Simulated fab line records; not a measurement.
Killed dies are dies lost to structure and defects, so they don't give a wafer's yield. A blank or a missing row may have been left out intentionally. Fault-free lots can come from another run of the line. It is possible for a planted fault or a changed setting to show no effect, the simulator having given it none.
fab line records -- flow n5_finfet
record: lots: 5, wafers: 11, last_day: 16
route steps=1938 shown BEOL_M13@1684 BEOL_M14@1716 BEOL_M15@1830 PASSIVATION@1936
lots untouched by any fault: they come from a run of this same line in which no faults occurred
start_h: start of the lot's first displayed wafer, in hours after the record's first day -- wait_h: hours elapsed since this lot's preceding step -- " as in the row above -- L1.1+2: a single row standing in for several wafers -- - no value, or no start was given -- * or withheld: withheld -- < > ~ a bound
route shown NAME@n: NAME is a module with steps in the file, n the number in the route of the first one -- usual: mean/standard deviation taken from wafers without a fault -- same: alike in all rows -- chamber/n: place in a boat -- sites: the reading at each site -- _std_site: standard deviation across them -- _edge_site: outer sites' mean less inner sites' -- radius_mm: how far each site lies from the wafer's centre -- mask NAME#n: copy n -- behind: the tool/chamber that last shaped the wafer -- hold: why the lot went on hold/how many hours it stayed there/how the hold came to an end -- device: transistor that didn't switch, given as n, p or np -- end of line: at the end of the route, the tests of the same wafers -- a step given without rows: its recipe and nothing more -- killed: at the first sort, the dies lost to defects and structure; wafer yield is something else -- map: the dies of a wafer, with x for killed, . for not killed, _ for no die there
set.NAME: the setting as run; set.NAME@STEP: as run at that earlier step -- model.NAME: the simulator's own value behind a step, which no gauge read
lots seen at some steps along the route; tables by step, rows by wafer
services: from which hour (start_h, from the record's first day; less than 0 if before it) a tool's chamber was out of use, for how many hours, and why
== steps ==
step: N5_BEOL_M13_SOFTBAKE_23
recipe: temp_c: 130, time_s: 60
step: N5_BEOL_M13_EXPOSE_25
recipe: mask_id: M13, na: 0.93, source_shape: conventional, sigma_outer: 0.4, polarization: unpolarized, target_cd_nm: 210, dose_mj: 22
step: N5_BEOL_M13_PEB_26
recipe: peb_temp_c: 130, peb_time_s: 90
step: N5_BEOL_M13_DEVELOP_27
recipe: develop_time_s: 45, rinse_liquid: diw, dry: air_spin, dev_temp_c: 21
step: N5_BEOL_M13_HARDBAKE_32
recipe: temp_c: 130, time_s: 120
step: N5_BEOL_M13_DESCUM_33
recipe: chemistry: O2, time_s: 7.9, source_power_w: 50, bias_power_w: 20, pressure_mtorr: 20, rf_frequency_hz: 2.712e+07, temp_c: 40, o2_flow_sccm: 225
step: N5_BEOL_M13_ETCH_67
recipe: chemistry: CF4, target: SiARC, target_depth_a: 1430, time_s: 238.3, ion_energy_ev: 80, pressure_mtorr: 40, source_w: 545, bias_w: 36, Ar_flow_sccm: 100, cf4_flow_sccm: 100, ends: cleared
step: N5_BEOL_M13_ETCH_68
recipe: chemistry: N2/H2, target: SOC, mask_material: SiARC, source_w: 3000, bias_w: 350, temp_c: 40, time_s: 355, ion_energy_ev: 200, pressure_mtorr: 30, n2_flow_sccm: 200, h2_flow_sccm: 200
step: N5_BEOL_M13_STRIP_69
recipe: chemistry: N2/H2, temp_c: 40, n2_flow_sccm: 200, h2_flow_sccm: 200, rf_frequency_hz: 6e+07
step: N5_BEOL_M13_TRENCH_ETCH_34
recipe: chemistry: C4F8/O2/Ar, target: SiOC, target_depth_a: 4134.7, mask_material: SOC, pressure_mtorr: 30, source_w: 3000, bias_w: 700, Ar_flow_sccm: 400, C4F8_flow_sccm: 15, O2_flow_sccm: 8, he_inner_torr: 15, he_outer_torr: 30, time_s: 162.6, ion_energy_ev: 250
usual: drypump_motor_current_A: 5.8/0.54, oes_product_au: 0.80/0.075, rf_vpp_V: 665.7/2.7, showerhead_plenum_p_Torr: 3.43/0.079, throttle_valve_pct: 24.2/0.36
lot.wafer,tool,chamber,start_h,wait_h,drypump_motor_current_A,oes_product_au,rf_hours_counter_h,rf_vpp_V,showerhead_plenum_p_Torr,throttle_valve_pct,model.etch.depth_nm
L918.4,rie_diel-04,1,293.20,0.0,5.6,0.74,153,665.0,3.43,24.3,409.5
L918.6,rie_diel-04,1,293.20,0.0,5.6,0.74,-,666.1,3.43,24.3,404.6
L921.2,rie_diel-04,2,306.70,0.0,6.5,0.71,180,661.6,3.31,24.8,406.9
L921.5,rie_diel-04,2,306.70,0.0,6.4,0.71,-,660.4,3.31,24.8,355.7
L919.1,rie_diel-01,1,307.75,0.0,5.5,0.82,105,667.8,3.43,23.7,416.8
L919.2,rie_diel-01,0,307.75,0.0,6.8,0.81,92,670.7,3.56,24.1,413
L919.3,rie_diel-01,2,307.75,0.0,5.3,0.85,52,662.8,3.35,24.3,410.5
L925.1,rie_diel-04,3,345.80,0.0,5.4,0.88,37,667.6,3.47,23.7,365.9
L925.2,rie_diel-04,0,345.80,0.0,6.5,0.91,25,666.3,3.48,24.1,414.3
L926.1,rie_diel-04,1,348.47,0.0,5.6,0.73,171,664.1,3.42,24.3,361.5
L926.4,rie_diel-04,2,348.47,0.0,6.5,0.70,193,661.8,3.30,24.8,413.6
step: N5_BEOL_M13_STRIP_70
recipe: chemistry: C4F8/O2/Ar, resist: SiARC, rf_frequency_hz: 6e+07
step: N5_BEOL_M13_OCD_MEAS_35
usual: trench_depth_nm: 415/6.6
lot.wafer,tool,chamber,start_h,wait_h,trench_depth_nm
L918.4,ocd-01,-,293.38,0.0,409
L918.6,ocd-01,-,293.38,0.0,405
L921.2,ocd-02,-,306.88,0.0,407
L921.5,ocd-02,-,306.88,0.0,356
L919.1,ocd-02,-,307.93,0.0,417
L919.2,ocd-02,-,307.93,0.0,413
L919.3,ocd-02,-,307.93,0.0,410
L925.1,ocd-01,-,345.97,0.0,366
L925.2,ocd-01,-,345.97,0.0,415
L926.1,ocd-01,-,348.64,0.0,362
L926.4,ocd-01,-,348.64,0.0,414
step: N5_BEOL_M13_STRIP_37
recipe: chemistry: N2/H2, power_w: 1000, temp_c: 250, h2_frac: 0.65, overash_fraction: 0.3, pressure_mtorr: withheld, n2_flow_sccm: 1750, h2_flow_sccm: 3250
step: N5_BEOL_M13_ETCH_38
recipe: chemistry: CF4/N2, target: SiCN, target_depth_a: 675, taper_deg: 2, time_s: 71.9, ion_energy_ev: 150, mask_material: SiO2, pressure_mtorr: 40, source_w: 430, bias_w: 70, Ar_flow_sccm: 100, cf4_flow_sccm: 60, n2_flow_sccm: 60
step: N5_BEOL_M13_PRECLEAN_39
recipe: chemistry: residue_remover, time_s: 60, temp_c: 40
step: N5_BEOL_M13_SRD_40
recipe: time_s: 30, temp_c: 23, rinse_liquid: diw, dry: n2_spin, spin_rpm: 1500, dry_time_s: 30
step: N5_BEOL_M13_DEGAS_41
recipe: ambient: vacuum, temp_c: 250, time_s: 60
step: N5_BEOL_M13_PRE_CLEAN_42
recipe: gas: H2/He, time_s: 30, temp_c: 250
step: N5_BEOL_M13_SPUTTER_43
recipe: material: TaN, target_thk_a: 150, temp_c: 50, bias_v: 168.6, power_w: 15000, chamber_pressure_pa: 0.12, time_s: 24.19
step: N5_BEOL_M13_SPUTTER_44
recipe: material: Ta, target_thk_a: 100, temp_c: 50, bias_v: 80, power_w: 15000, chamber_pressure_pa: 0.07, time_s: 16.13
step: N5_BEOL_M13_SPUTTER_45
recipe: material: Cu, target_thk_a: 800, temp_c: -20, bias_v: 60, power_w: 26000, chamber_pressure_pa: 0.13, time_s: 13.33
step: N5_BEOL_M13_ECD_47
recipe: material: Cu, target_thk_a: 9360
step: N5_BEOL_M13_ANNEAL_48
recipe: temp_c: 225, time_s: 90, ambient: N2
step: N5_BEOL_M13_CMP_49
recipe: stop_on: SiOC, t_overpolish_s: 17.1, down_force_psi: 1, platen_rpm: 50, clearing_platen_down_force_psi: 1.5, clearing_platen_rpm: 50, post_cmp_clean: cu_alkaline, target_thk_nm: 420, clearing_platen_pad_velocity_m_s: 0.99484, pad_velocity_m_s: 0.99484
usual: barrier_field_endpoint_s: 30.3/0.66, motor_current_A: 6.6/0.75, overpolish_run_s: 17.100/0.0095, platen_rpm: 50.00/0.035
lot.wafer,tool,chamber,start_h,wait_h,barrier_field_endpoint_s,motor_current_A,overpolish_run_s,platen_rpm,model.Cu_of_BEOL_M13_ECD_47.thk_nm
L918.4,cmp-01,0,296.20,0.2,31.2,7.2,17.098,50.05,416
L918.6,cmp-01,3,296.20,0.2,30.6,6.4,17.113,50.05,411.8
L921.2,cmp-02,2,310.80,0.3,31.0,6.7,17.100,50.06,412.6
L921.5,cmp-02,0,310.80,0.3,29.9,5.5,17.100,49.95,363
L919.1,cmp-03,3,311.27,0.4,30.7,5.6,17.119,50.01,425.6
L919.2,cmp-03,0,311.27,0.4,31.3,6.2,17.101,50.00,421.4
L919.3,cmp-03,1,311.27,0.4,29.5,8.2,17.093,50.06,417.2
L925.1,cmp-01,3,348.02,0.3,31.0,6.8,17.105,50.00,373.4
L925.2,cmp-01,0,348.02,0.3,30.4,7.6,17.089,50.01,422.2
L926.1,cmp-03,1,352.28,0.5,30.2,8.1,17.112,49.99,368.4
L926.4,cmp-03,2,352.28,0.5,31.2,5.7,17.111,50.04,420.6
step: N5_BEOL_M13_THK_MEAS_50
recipe: thk_meas_gauge: xrf, reads: Cu_of_BEOL_M13_ECD_47
usual: M13_THK: 442/8
lot.wafer,tool,chamber,start_h,wait_h,M13_THK[nm]
L918.4,film_metro-02,-,296.45,-,433
L918.6,film_metro-02,-,296.45,-,427
L921.2,film_metro-01,-,311.02,-,438
L921.5,film_metro-01,-,311.02,-,383
L919.1,film_metro-01,-,311.56,-,452
L919.2,film_metro-01,-,311.56,-,448
L919.3,film_metro-01,-,311.56,-,443
L925.1,film_metro-02,-,348.28,-,391
L925.2,film_metro-02,-,348.28,-,444
L926.1,film_metro-01,-,352.57,-,384
L926.4,film_metro-01,-,352.57,-,437
step: N5_BEOL_M13_PRE_CLEAN_52
recipe: gas: NH3, time_s: 15, temp_c: withheld, rf_power_w: 300
step: N5_BEOL_M13_DEP_53
recipe: material: SiCN, target_thk_a: 500, temp_c: withheld, precursor: 3MS/NH3, pressure_torr: 3, rf_w: 675, time_s: 17.8
step: N5_BEOL_M13_RS_MEAS_54
recipe: thk_meas_gauge: four-point-probe, reads: Cu_of_BEOL_M13_ECD_47+Ta_of_BEOL_M13_SPUTTER_44+TaN_of_BEOL_M13_SPUTTER_43
usual: M13_RS: 0.0448/0.00072
lot.wafer,tool,chamber,start_h,wait_h,M13_RS[ohm/sq]
L918.4,film_metro-01,-,296.58,0.0,0.0453
L918.6,film_metro-01,-,296.58,0.0,0.0459
L921.2,film_metro-01,-,311.15,0.1,0.0458
L921.5,film_metro-01,-,311.15,0.1,0.0524
L919.1,film_metro-02,-,311.70,0.1,0.0444
L919.2,film_metro-02,-,311.70,0.1,0.0448
L919.3,film_metro-02,-,311.70,0.1,0.0454
L925.1,film_metro-02,-,348.41,0.0,0.0509
L925.2,film_metro-02,-,348.41,0.0,0.0448
L926.1,film_metro-01,-,352.70,0.0,0.0515
L926.4,film_metro-01,-,352.70,0.0,0.0449
step: N5_BEOL_M14_ILD_DEP_00
recipe: material: SiO2, target_thk_a: 11193, temp_c: 400, precursor: TEOS/O2, pressure_torr: 6.5, rf_w: 900, teos_flow_sccm: 161.4, gas: O2, flow_sccm: 2650, time_s: 237.4
step: N5_BEOL_M14_COAT_58
recipe: resist: BARC, temp_c: 205, time_s: 60, spin_rpm: 1500, resist_thk_nm: 89
step: N5_BEOL_M14_COAT_04
recipe: spin_rpm: 1704, resist_thk_nm: 800
step: N5_BEOL_M14_EBR_06
recipe: solvent: PGMEA, ebr_width_mm: 1.5
step: N5_BEOL_M14_SOFTBAKE_05
recipe: temp_c: 130, time_s: 60
step: N5_BEOL_M14_EXPOSE_07
recipe: mask_id: V13, na: 0.8, source_shape: annular, sigma_inner: 0.5, sigma_outer: 0.8, polarization: unpolarized, attpsm_phase_deg: 180, dose_mj: 57
step: N5_BEOL_M14_PEB_08
recipe: peb_temp_c: 130, peb_time_s: 90
step: N5_BEOL_M14_DEVELOP_09
recipe: develop_time_s: 45, rinse_liquid: diw, dry: air_spin, dev_temp_c: 21
step: N5_BEOL_M14_HARDBAKE_14
recipe: temp_c: 130, time_s: 120
step: N5_BEOL_M15_RC_MEAS_101
usual: COMB_M10: 1.4e-11/3.1e-12, COMB_M10_max_site: 2e-11/5e-12, COMB_M11: 1.35e-11/2.7e-12, COMB_M12: 5.8e-12/1.3e-12, COMB_M12_max_site: 8.5e-12/1.9e-12, COMB_M13: 4.6e-12/1.2e-12, COMB_M14: 3.4e-12/7.8e-13, COMB_M15: 2e-12/5.3e-13, COMB_M15_max_site: 3.1e-12/9.7e-13, COMB_M5: 3.8e-11/8.3e-12, COMB_M6: 2.5e-11/5.1e-12, COMB_M6_max_site: 3.7e-11/8.6e-12, COMB_M7: 2.5e-11/5.1e-12, COMB_M8: 2.6e-11/5.7e-12, COMB_M9: 1.4e-11/3.3e-12, SERP_M10: 3.01/0.085, SERP_M11: 3.05/0.084, SERP_M11_max_site: 3.13/0.1, SERP_M12: 0.630/0.016, SERP_M13: 0.308/0.0078, SERP_M13_max_site: 0.311/0.008, SERP_M14: 0.158/0.0049, SERP_M5: 39.0/1.5, SERP_M6: 13.3/0.53, SERP_M7: 13.7/0.68, SERP_M8: 13.1/0.53, SERP_M9: 3.05/0.081
lot.wafer,tool,chamber,start_h,wait_h,COMB_M10[S/m],COMB_M10_max_site[S/m],COMB_M11[S/m],COMB_M12[S/m],COMB_M12_max_site[S/m],COMB_M13[S/m],COMB_M14[S/m],COMB_M15[S/m],COMB_M15_max_site[S/m],COMB_M5[S/m],COMB_M6[S/m],COMB_M6_max_site[S/m],COMB_M7[S/m],COMB_M8[S/m],COMB_M9[S/m],SERP_M10[ohm/um],SERP_M11[ohm/um],SERP_M11_max_site[ohm/um],SERP_M12[ohm/um],SERP_M13[ohm/um],SERP_M13_max_site[ohm/um],SERP_M14[ohm/um],SERP_M5[ohm/um],SERP_M6[ohm/um],SERP_M7[ohm/um],SERP_M8[ohm/um],SERP_M9[ohm/um]
L918.4,prober-02,0,311.56,0.5,1.1e-11,1.6e-11,1.03e-11,6.2e-12,9.9e-12,3.8e-12,3.9e-12,3.1e-12,6.1e-12,4.6e-11,1.9e-11,2.9e-11,2.4e-11,3e-11,1.3e-11,2.97,3.04,3.12,0.623,0.320,0.323,0.162,42.4,13.4,14.1,12.9,2.98
L918.6,prober-02,0,311.56,0.5,1.5e-11,2.2e-11,1.72e-11,6.2e-12,1e-11,4.2e-12,3.3e-12,2.1e-12,3.6e-12,4.4e-11,2.7e-11,3.9e-11,3.1e-11,1.7e-11,1.5e-11,3.00,3.00,3.07,0.650,0.320,0.323,0.159,40.5,13.3,14.1,13.1,2.96
L921.2,prober-02,0,326.42,0.2,1.2e-11,3.1e-11,1.44e-11,4.2e-12,5.1e-12,3.3e-12,3.5e-12,1.1e-12,1.7e-12,3.8e-11,2.1e-11,3.3e-11,2e-11,1.7e-11,1.9e-11,2.93,3.16,3.20,0.624,0.319,0.321,0.165,38.1,13.6,14.3,14.0,3.01
L921.5,prober-02,0,326.42,0.2,1.4e-11,2.7e-11,1.58e-11,5.5e-12,8.1e-12,2.6e-12,2.6e-12,1.6e-12,2.9e-12,4.4e-11,2e-11,2.6e-11,2.9e-11,2.5e-11,1.8e-11,3.02,3.18,3.30,0.651,0.367,0.372,0.150,41.1,13.2,14.2,13.5,3.03
L919.1,prober-01,0,330.26,0.0,1.4e-11,2.6e-11,1.23e-11,6.9e-12,8.4e-12,5.2e-12,3e-12,2.1e-12,2.5e-12,4.2e-11,2e-11,3.7e-11,2.6e-11,2.2e-11,1.5e-11,3.14,2.98,3.02,0.614,0.297,0.301,0.159,39.9,14.5,13.8,12.4,2.99
L919.2,prober-01,0,330.26,0.0,1.4e-11,1.9e-11,1.23e-11,5e-12,6.8e-12,6.3e-12,2.2e-12,2.1e-12,3.6e-12,3.5e-11,2.6e-11,4.1e-11,1.9e-11,1.9e-11,1.2e-11,2.95,3.02,3.10,0.638,0.310,0.314,0.157,41.2,13.5,14.3,11.5,2.91
L919.3,prober-01,0,330.26,0.0,1.3e-11,1.6e-11,1e-11,7.3e-12,8.7e-12,5.8e-12,2.2e-12,2.2e-12,2.6e-12,4.4e-11,2.8e-11,3.4e-11,2.7e-11,2.5e-11,1.5e-11,3.00,3.01,3.26,0.610,0.305,0.306,0.161,37.7,13.1,12.9,12.7,3.05
L925.1,prober-01,0,362.55,0.0,1.1e-11,1.5e-11,1.47e-11,5.3e-12,8.3e-12,4.4e-12,3.5e-12,1.9e-12,3.4e-12,2.7e-11,2.2e-11,2.5e-11,1.6e-11,3.5e-11,1e-11,2.95,2.96,3.03,0.649,0.361,0.366,0.161,38.3,13.3,13.5,13.1,3.11
L925.2,prober-01,0,362.55,0.0,1.4e-11,2.4e-11,1.49e-11,7.6e-12,9.5e-12,7e-12,3.5e-12,2.6e-12,4.5e-12,4.3e-11,2.1e-11,2.9e-11,2.1e-11,3.2e-11,1.1e-11,2.91,2.93,2.99,0.633,0.311,0.314,0.160,39.7,13.1,14.1,13.2,2.95
L926.1,prober-02,0,365.41,0.0,1e-11,1.3e-11,1.3e-11,4.9e-12,8.8e-12,4.9e-12,3.2e-12,1.5e-12,3.1e-12,4.5e-11,2.1e-11,3.1e-11,2.6e-11,2e-11,1.1e-11,3.08,2.92,3.00,0.646,0.363,0.368,0.161,41.0,12.8,14.4,13.6,2.99
L926.4,prober-02,0,365.41,0.0,1.2e-11,2.1e-11,1.21e-11,4.6e-12,7e-12,4.7e-12,3.4e-12,2e-12,3e-12,2.2e-11,3.1e-11,4.4e-11,2.4e-11,2.3e-11,1e-11,3.03,2.93,3.00,0.643,0.309,0.311,0.154,39.0,13.2,13.7,13.5,3.09
sites SERP_M13 radius_mm=0,75,75,75,75,140,140,140,140
L918.4 0.320 0.321 0.323 0.322 0.321 0.315 0.316 0.318 0.318
L921.2 0.316 0.321 0.321 0.317 0.320 0.319 0.317 0.314 0.319
L919.1 0.296 0.295 0.299 0.297 0.297 0.295 0.301 0.295 0.301
L925.1 0.358 0.360 0.359 0.359 0.361 0.364 0.366 0.364 0.361
L926.1 0.362 0.363 0.368 0.363 0.363 0.360 0.355 0.357 0.363
step: N5_PASSIVATION_PROBE_49
usual: defect_limited_yield: 91.2/1.5, killed_at_M0_to_M3: 36/10, killed_at_M4_up: 13/6, killed_at_contacts: 11/5.2, killed_at_front_end: 40/11, killed_at_other: 3.1/2.9, killed_dies: 104/17, killed_open: 66/12, killed_short: 34/7.7, sort_bin_5_function: 5.1/0.91, sort_bin_6_memory: 3.2/0.67, sort_bin_8_speed: 0.00/0.0074, sort_n_pass: 1076/17, sort_yield_pct: 91.2/1.5
same: gross_dies: 1180, killed_at_back_side: 0, sort_bin_4_leakage[%]: 0
lot.wafer,tool,chamber,start_h,wait_h,defect_limited_yield[%],killed_at_M0_to_M3,killed_at_M4_up,killed_at_contacts,killed_at_front_end,killed_at_other,killed_dies,killed_open,killed_short,sort_bin_5_function[%],sort_bin_6_memory[%],sort_bin_8_speed[%],sort_n_pass,sort_yield_pct[%]
L921.5,prober-02,-,344.71,0.2,90.0,29,10,21,52,6,118,72,33,5.4,3.3,0,1062,90.0
L919.1,prober-02,-,348.67,0.0,90.0,32,13,19,49,5,118,72,38,5.3,3.8,0,1062,90.0
L919.2,prober-02,-,348.72,0.1,93.1,31,8,5,37,1,82,57,24,3.8,2.7,0,1098,93.1
L919.3,prober-02,-,348.77,0.1,91.9,25,15,22,34,0,96,61,31,5.2,2.5,0,1084,91.9
L925.1,prober-01,-,378.18,0.0,90.0,63,5,8,38,4,118,72,46,5.9,4.0,0,1062,90.0
L925.2,prober-01,-,378.23,0.1,91.5,34,10,17,38,1,100,64,36,5.3,2.8,0,1080,91.5
L926.1,prober-01,-,380.15,0.0,91.2,44,9,13,36,2,104,73,29,5.3,3.4,0,1076,91.2
L926.4,prober-01,-,380.30,0.2,89.5,54,12,17,39,2,124,74,41,5.0,4.5,0,1056,89.5
killed by level:class
L921.5 MOL_CONTACT_COAG:geometric_particle:open=19 HKMG_FIN:area_etch=11 BEOL_M1:geometric_particle:open=8 FIN_SAQP:geometric_particle:short=7 DUMMY_GATE:geometric_particle:open=6 GATE_CUT:geometric_particle:short=6 GATE_CUT:geometric_particle:open=5 BEOL_M0_SAQP:geometric_particle:open=5
L919.1 MOL_CONTACT_COAG:geometric_particle:open=16 FIN_SAQP:geometric_particle:open=12 BEOL_M1:geometric_particle:open=10 FIN_SAQP:geometric_particle:short=8 HKMG_FIN:area_etch=6 BEOL_M0_SAQP:geometric_particle:open=5 MIM_BOT:geometric_particle:short=5 BEOL_M4:geometric_particle:open=5
L919.2 FIN_SAQP:geometric_particle:open=11 FIN_SAQP:geometric_particle:short=10 BEOL_M1:geometric_particle:open=10 BEOL_M0_SAQP:geometric_particle:open=5 BEOL_M0_SAQP:geometric_particle:short=4 MOL_CONTACT_COAG:geometric_particle:open=4 BEOL_M2:geometric_particle:open=4 BEOL_M3:geometric_particle:open=4
L919.3 MOL_CONTACT_COAG:geometric_particle:open=18 BEOL_M4:geometric_particle:open=8 FIN_SAQP:geometric_particle:short=7 BEOL_M0_SAQP:geometric_particle:open=7 FIN_SAQP:geometric_particle:open=5 BEOL_M2:geometric_particle:open=5 STARTING-WAFER:geometric_particle:short=5 BEOL_M0_SAQP:geometric_particle:short=4
L925.1 BEOL_M0_SAQP:geometric_particle:open=19 BEOL_M0_SAQP:geometric_particle:short=18 BEOL_M1:geometric_particle:open=12 FIN_SAQP:geometric_particle:open=8 DUMMY_GATE:geometric_particle:open=7 MOL_CONTACT_COAG:geometric_particle:open=7 FIN_SAQP:geometric_particle:short=5 GATE_CUT:geometric_particle:short=5
L925.2 MOL_CONTACT_COAG:geometric_particle:open=12 FIN_SAQP:geometric_particle:open=11 BEOL_M0_SAQP:geometric_particle:short=11 FIN_SAQP:geometric_particle:short=9 BEOL_M0_SAQP:geometric_particle:open=6 BEOL_M3:geometric_particle:open=6 GATE_CUT:geometric_particle:open=5 MOL_CONTACT_COAG:geometric_particle:short=5
L926.1 BEOL_M0_SAQP:geometric_particle:short=12 MOL_CONTACT_COAG:geometric_particle:open=11 BEOL_M3:geometric_particle:open=9 BEOL_M0_SAQP:geometric_particle:open=8 STI_FIN_REVEAL:geometric_particle:open=7 BEOL_M2:geometric_particle:open=7 FIN_SAQP:geometric_particle:short=5 FIN_SAQP:geometric_particle:open=5
L926.4 BEOL_M0_SAQP:geometric_particle:short=16 MOL_CONTACT_COAG:geometric_particle:open=12 BEOL_M0_SAQP:geometric_particle:open=12 STI_FIN_REVEAL:geometric_particle:open=10 FIN_SAQP:geometric_particle:short=6 BEOL_M1:geometric_particle:open=6 BEOL_M3:geometric_particle:open=6 DUMMY_GATE:geometric_particle:open=5
== services ==
tool,chamber,start_h,hours,kind
rie_diel-01,1,286.80,6.7,repair
cmp-02,-,287.69,1.8,repair
cmp-01,-,294.79,0.3,repair
cmp-02,-,305.39,3.3,repair
cmp-02,-,340.86,5.7,pm
== key ==
first_sign: step: N5_BEOL_M13_OCD_MEAS_35, reading: trench_depth_nm, direction: down, sigmas: 8.1, usual: 415, struck: 361
effect: step: N5_BEOL_M13_THK_MEAS_50, reading: M13_THK, direction: down, sigmas: 7, usual: 442, struck: 386
effect: step: N5_BEOL_M13_RS_MEAS_54, reading: M13_RS, direction: up, sigmas: 9.4, usual: 0.0448, struck: 0.0516
effect: step: N5_BEOL_M15_RC_MEAS_101, reading: SERP_M13, direction: up, sigmas: 7, usual: 0.308, struck: 0.363
model_effect: step: N5_BEOL_M13_TRENCH_ETCH_34, value: etch.depth_nm, without: 411.2, struck: 361
model_effect: step: N5_BEOL_M13_CMP_49, value: Cu_of_BEOL_M13_ECD_47.thk_nm, without: 418.4, struck: 368.3
met_at N5_BEOL_M13_TRENCH_ETCH_34
struck_wafers L921.5,L925.1,L926.1
baseline_loss: step: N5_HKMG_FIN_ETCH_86, wafers: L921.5
onset_between 293.20 306.70
fault: kind: process_parameter_drift, tool: rie_diel-04, chamber: -, onset_h: 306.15, steps: N5_BEOL_M13_TRENCH_ETCH_34, channel: time_s, offset: *, shape: step, end_h: 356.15, scope: struck_wafers_only, acts_in: *, stated: *
baseline_loss: these wafers lose ten dies or more at that step, a loss of the line's own and not of a fault; the sort's usual values leave them out
